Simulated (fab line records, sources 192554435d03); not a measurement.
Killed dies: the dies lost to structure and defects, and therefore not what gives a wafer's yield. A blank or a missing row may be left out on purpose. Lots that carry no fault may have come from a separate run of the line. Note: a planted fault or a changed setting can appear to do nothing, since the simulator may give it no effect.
Problem report in the 8D (eight disciplines) form, filled by code	flow n5 finfet	the parts of the form that need people (team, actions taken, sign-off) are left out

== 1. THE ISSUE ==
At N5_BEOL_M8_EXPOSE_25, exposure dose mJ cm2 averages 43.20 over 6 wafers from 2 lots, while fault-free wafers read 42.49, standard deviation 0.045. Measured from the usual mean, that is +16 standard deviations.
The step: exposes mask V7, target cd 40 nm.
Seen first at day 13 05:10 on euv scanner-02, wafer L865.1. The record holds 18 wafers of 6 lots with a number at this step. The rule behind "out" and "out of limits": a value lying over 4 standard deviations away from the usual mean. The rest of the wafers with a number are treated as sound.

== 2. WHAT THIS IS AND IS NOT ==
question	is	is not
which readings at this step	exposure dose mJ cm2	reticle temp C
which lots	L865, L866	L852, L860, L870, L871
which wafers of those lots	all that have a number	-
read on which tools	euv scanner-02	euv scanner-01
when	from day 13 05:10	up to then (6 sound wafers); but 6 sound wafers of L870, L871 came after

== 3. WHAT RULES OUT EACH SUSPECT ==
Counting: any tool at a process step up to the reading is kept as a suspect provided that every lot that is out went through it and no sound lot did after the first of them.
- euv scanner-02 at N5_BEOL_M8_EXPOSE_25 (exposes mask V7, target cd 40 nm): kept. Every lot that is out went through it, starting with L865 (day 13 05:10), and after that it ran no sound lot; the last sound lot it ran before then is L852 (day 9 16:34). Its own readings are out on those wafers: exposure dose mJ cm2.
The count leaves euv scanner-02 at N5_BEOL_M8_EXPOSE_25.

== 4. THE CAUSE (what the simulator had put in) ==
Drift in process parameters on euv scanner-02 at N5_BEOL_M8_EXPOSE_25, starting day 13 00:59. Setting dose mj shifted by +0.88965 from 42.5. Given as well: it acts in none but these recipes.
Only this tool survived the counting.

== 5. THE EFFECT CHAIN, in route order ==
One row per reading whose mean, taken over the struck wafers that have a number, lies over 3 standard deviations from the usual. Only readings for which the record gives a usual standard deviation are gone through. hours: the time from each lot's start at the first step in this table that gives one to its start at this step, as a median over the lots. sigmas: the change in usual standard deviations.
hours	step	reading	usual	on struck wafers	change	sigmas
0	N5_BEOL_M8_EXPOSE_25	exposure dose mJ cm2	42.49	43.20	+0.71	+16
Process steps it contains:
- N5_BEOL_M8_EXPOSE_25: exposes mask V7, target cd 40 nm.
Later steps that measure or inspect, where all struck wafers having a row at the step show a number for every such reading and not one has moved that far: N5_BEOL_M8_CD_MEAS_28, N5_BEOL_M8_OVL_MEAS_29, N5_BEOL_M8_INSPECT_30.

== 6. WHAT WOULD HAVE CAUGHT IT SOONER ==
In this record no reading fell out of limits until day 13 05:10, 4 hours after the fault had begun at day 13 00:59.
